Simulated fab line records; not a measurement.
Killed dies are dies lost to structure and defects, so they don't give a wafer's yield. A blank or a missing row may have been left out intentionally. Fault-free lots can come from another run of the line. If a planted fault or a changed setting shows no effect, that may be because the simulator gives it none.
Lot-split experiment	flow n5-finfet	39 wafers read across 7 lots, on a route 1938 steps long

ABOUT THE SPLIT
At N5_FIN_SAQP_SPACER2_ALD_28 (deposits SiO2, target thk 8.1 nm, pulse time 1 s, purge time 2 s), the setting target-thk-a was moved away from the recipe's 81 angstrom on 18 of the 39 wafers read, by -13.5% to +11.5%. The other wafers ran this setting at the recipe's value.

FROM THE SPLIT TO THE READING: what the file shows between them, 9 steps
- N5_FIN_SAQP_SPACER2_ETCHBACK_29: etches SiO2 in CHF3/O2, target depth 12.2 nm, time 6.1 s
- N5_FIN_SAQP_MANDREL2_REMOVE_60: chemistry HBr/Cl2/O2, target a-Si, stops on SiNx, bt time 10 s
- N5_FIN_SAQP_CD_MEAS_31: target cd 8 nm
- N5_FIN_SAQP_HM_OPEN_33: chemistry CH3F/O2, target SiNx, target depth 49.4 nm, time 70.6 s
- N5_FIN_SAQP_ETCH_34: etches SiO2 in C4F6/O2, target depth 45 nm, time 15 s
- N5_FIN_SAQP_STRIP_77: strips in N2/H2, time 90 s
- N5_FIN_SAQP_HM_CD_35: target cd 8 nm
- N5_FIN_SAQP_ETCH_64: etches SiO2 in CF4, target depth 1.5 nm
- N5_FIN_SAQP_FIN_ETCH_36: etches the open film in HBr/Cl2/O2, target depth 120 nm, time 50.4 s

THE READING
cd-nm at N5_FIN_SAQP_CD_MEAS_37, given in nm (cd target 8 nm). Fault-free wafers of this fab line usually give 8.14 nm, standard deviation 0.24 nm.

wafer	tool, chamber at the split	target-thk-a as run, angstrom	against the recipe	cd-nm, nm	against lot-mates on the recipe
L077.1	ald-sin-04, 1,0,3	81	recipe	8.40	-
L077.2	ald-sin-04, 1,0,3	81	recipe	8.43	-
L077.3	ald-sin-04, 2,2,1	84.92	+4.8%	8.79	+0.48
L077.4	ald-sin-04, 1,0,3	81	recipe	8.09	-
L077.5	ald-sin-04, 2,2,1	84.92	+4.8%	8.52	+0.21
L077.6	ald-sin-04, 2,2,1	84.92	+4.8%	8.36	+0.05
L079.1	ald-sin-02, 3,2,3	81	recipe	8.30	-
L079.2	ald-sin-02, 1,0,0	70.07	-13.5%	6.98	-1.36
L079.3	ald-sin-02, 3,2,3	81	recipe	8.62	-
L079.4	ald-sin-02, 1,0,0	70.07	-13.5%	7.22	-1.12
L079.5	ald-sin-02, 1,0,0	70.07	-13.5%	7.28	-1.06
L079.6	ald-sin-02, 3,2,3	81	recipe	8.10	-
L081.1	ald-sin-02, 3	81	recipe	8.15	-
L081.2	ald-sin-02, 1	84.89	+4.8%	8.26	+0.12
L081.3	ald-sin-02, 0,2	84.89	+4.8%	8.69	+0.55
L081.4	ald-sin-02, 2	81	recipe	8.14	-
L081.5	ald-sin-02, 0,2	84.89	+4.8%	8.59	+0.45
L081.6	ald-sin-02, 3	81	recipe	8.14	-
L086.1	ald-sin-04, 2,0,3	87.86	+8.5%	9.31	+1.27
L086.2	ald-sin-04, 1	81	recipe	7.90	-
L086.3	ald-sin-04, 2,0,3	87.86	+8.5%	8.72	+0.68
L086.4	ald-sin-04, 2,0,3	87.86	+8.5%	8.86	+0.82
L086.5	ald-sin-04, 1,2	81	recipe	8.13	-
L086.6	ald-sin-04, 1,2	81	recipe	8.08	-
L092.1	ald-sin-04, 0	81	recipe	8.43	-
L092.2	ald-sin-04, 2,0,3	90.28	+11.5%	8.99	+0.75
L092.3	ald-sin-04, 3,1	81	recipe	8.11	-
L092.4	ald-sin-04, 3,1	81	recipe	8.18	-
L092.5	ald-sin-04, 2,0,3	90.28	+11.5%	9.30	+1.06
L092.6	ald-sin-04, 2,0,3	90.28	+11.5%	9.05	+0.81
L093.1	ald-sin-04, 3,0,1	81	recipe	7.86	-
L093.2	ald-sin-04, 1,0,3	71.29	-12.0%	6.89	-1.16
L093.3	ald-sin-04, 1,0,3	71.29	-12.0%	6.90	-1.15
L093.4	ald-sin-04, 3,0,1	81	recipe	8.17	-
L093.5	ald-sin-04, 1,0,3	71.29	-12.0%	7.01	-1.04
L093.6	ald-sin-04, 3,0,1	81	recipe	8.11	-
L097.2	ald-sin-03, 3,2	81	recipe	8.10	-
L097.3	ald-sin-03, 3,2	81	recipe	8.52	-
L097.4	ald-sin-03, 0	81	recipe	7.85	-
Where a row lists several chambers, the file gives one row for several wafers and doesn't say which wafer went through which chamber.

FIT RESULTS
A straight line over all 39 wafers: cd-nm changes by +0.0861 nm for each +1% of target-thk-a; r = +0.94; the points scatter about the line by 0.21 nm.
The same after taking each lot's own level away (the mean of its wafers on the recipe; 39 wafers): +0.0872 nm for each +1%; r = +0.95; scatter 0.19 nm.
The reading moves by 1.2 nm for the largest change in target-thk-a, on that fit.
The span of the lots' own levels, 8.037 to 8.340 nm, comes to 1.3 times the standard deviation stated above.
The two slopes are in agreement: the lot-to-lot level therefore moves the slope only a little.
Check: with one of the wafers moved furthest among these (-13.5%) left out of the fit, the line predicts -1.17 nm for it against its lot-mates. Against them it came out at -1.36 nm.

OTHER SPLITS APPLIED TO THESE WAFERS
Other splits were also applied to these wafers ahead of the reading. Each is held against what the fit with the lots' levels taken away leaves over:
other split on the same wafers	wafers away from the commonest value	r with cd-nm (lot level and that fit taken away)
N5_ZERO_LAYER_PECVD_02 target-thk-a	15	+0.13

THE WHOLE CHAIN: every reading that the file lists as answering this split, in the file's order
step	what it does	reading	change (the file's fit)	r (the file's)
N5_FIN_SAQP_SPACER2_ALD_28	deposits SiO2, target thk 8.1 nm, pulse time 1 s, purge time 2 s	SiO2_of_FIN_SAQP_SPACER2_ALD_28.thk-nm (the simulator's own value, which no gauge read)	+0.0832 nm for each +1% of the setting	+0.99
N5_FIN_SAQP_MANDREL2_REMOVE_60	chemistry HBr/Cl2/O2, target a-Si, stops on SiNx, bt time 10 s	FIN_SAQP.cd-nm (the simulator's own value, which no gauge read)	+0.0785 nm for each +1% of the setting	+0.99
N5_FIN_SAQP_CD_MEAS_31	target cd 8 nm	cd-nm	+0.0768 nm for each +1% of the setting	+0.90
N5_FIN_SAQP_HM_OPEN_33	chemistry CH3F/O2, target SiNx, target depth 49.4 nm, time 70.6 s	FIN_SAQP.cd-nm (the simulator's own value, which no gauge read)	+0.0836 nm for each +1% of the setting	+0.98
N5_FIN_SAQP_HM_CD_35	target cd 8 nm	cd-nm	+0.086 nm for each +1% of the setting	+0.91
N5_FIN_SAQP_ETCH_64	etches SiO2 in CF4, target depth 1.5 nm	FIN_SAQP.cd-nm (the simulator's own value, which no gauge read)	+0.0851 nm for each +1% of the setting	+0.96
N5_FIN_SAQP_FIN_ETCH_36	etches the open film in HBr/Cl2/O2, target depth 120 nm, time 50.4 s	FIN_SAQP.cd-nm (the simulator's own value, which no gauge read)	+0.0855 nm for each +1% of the setting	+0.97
N5_FIN_SAQP_CD_MEAS_37	target cd 8 nm	cd-nm	+0.0872 nm for each +1% of the setting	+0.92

THE FILE'S OWN FIT
cd-nm changes by +0.0872 nm for each +1% of target-thk-a, r = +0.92.
